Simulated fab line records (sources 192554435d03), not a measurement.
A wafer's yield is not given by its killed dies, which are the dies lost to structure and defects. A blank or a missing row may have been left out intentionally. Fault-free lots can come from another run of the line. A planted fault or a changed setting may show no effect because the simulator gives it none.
Split-lot trial ; flow n5 finfet ; 7 lots, 21 wafers read, on a route of 1938 steps

ON THE SPLIT
At N5_WELL_APT_PEB_06 (peb time 90 s), the setting peb time s was moved away from the recipe's 90 s on 7 of the 21 wafers read, by -6.1% to +20.6%. The other wafers ran this setting at the recipe's value.

FROM THE SPLIT TO THE READING: what the file shows between them, 2 steps
- N5_WELL_APT_DEVELOP_07: develop time 45 s
- N5_WELL_APT_HARDBAKE_12: time 120 s

THE READING
cd nm at N5_WELL_APT_CD_MEAS_08, given in nm (cd target 200 nm). Fault-free wafers of this fab line usually give 200.2 nm, standard deviation 1.5 nm.

wafer;tool, chamber at the split;peb time s as run, s;against the recipe;cd nm, nm;against lot-mates on the recipe
L078.2;litho track-01, 0;90;recipe;197.8;-
L078.4;litho track-01, 0;90;recipe;199.8;-
L078.5;litho track-01, 0;90;recipe;199.9;-
L080.1;litho track-04, 0;90;recipe;200.2;-
L080.4;litho track-04, 0;90;recipe;202.1;-
L080.6;litho track-04, 0;97.09;+7.9%;203.2;+2.1
L083.2;litho track-04, 0;90;recipe;197.4;-
L083.3;litho track-04, 0;90;recipe;200.9;-
L083.6;litho track-04, 0;90;recipe;199.2;-
L084.1;litho track-01, 0;105.6;+17.3%;206.4;+5.2
L084.3;litho track-01, 0;105.6;+17.3%;207.8;+6.6
L084.4;litho track-01, 0;90;recipe;201.2;-
L087.3;litho track-01, 0;90;recipe;200.0;-
L087.4;litho track-01, 0;108.5;+20.6%;207.4;+7.4
L087.6;litho track-01, 0;108.5;+20.6%;208.7;+8.7
L095.1;litho track-01, 0;84.55;-6.1%;198.0;-1.4
L095.3;litho track-01, 0;90;recipe;199.4;-
L095.6;litho track-01, 0;84.55;-6.1%;196.9;-2.5
L097.4;litho track-05, 0;90;recipe;197.3;-
L097.5;litho track-05, 0;90;recipe;199.3;-
L097.6;litho track-05, 0;90;recipe;200.5;-

FIT RESULTS
A straight line over all 21 wafers: cd nm changes by +0.414 nm for each +1% of peb time s; r = +0.94; the points scatter about the line by 1.2 nm.
The same after taking each lot's own level away (the mean of its wafers on the recipe; 21 wafers): +0.364 nm for each +1%; r = +0.95; scatter 1 nm.
The reading moves by 7.5 nm for the largest change in peb time s, on that fit.
Across the lots, their own levels run from 199.03 to 201.20 nm, a range of 1.4 times the standard deviation given above.
Hence the slope depends on the lot-to-lot level, as the two fits are not the same.
Check: with one of the wafers moved furthest among these (+20.6%) left out of the fit, the line predicts +7.51 nm for it against its lot-mates. It came out at +7.4 nm against them.

THE OTHER SPLITS THESE WAFERS WENT THROUGH
Before the reading, these wafers also passed through other splits. Each is held against what the fit with the lots' levels taken away leaves over:
other split on the same wafers;wafers away from the commonest value;r with cd nm (lot level and that fit taken away)
N5_WELL_APT_COAT_02 spin rpm;6;+0.39

THE WHOLE CHAIN: every reading that the file lists as answering this split, in the file's order
step;what it does;reading;change (the file's fit);r (the file's)
N5_WELL_APT_CD_MEAS_08;target cd 200 nm;cd nm;+0.361 nm for each +1% of the setting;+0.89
N5_WELL_APT_DESCUM_13;chemistry O2, time 7.9 s;WELL_APT.cd nm (the simulator's own value, which no gauge read);+0.37 nm for each +1% of the setting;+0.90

FILE'S OWN FIT
cd nm changes by +0.361 nm for each +1% of peb time s, r = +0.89.
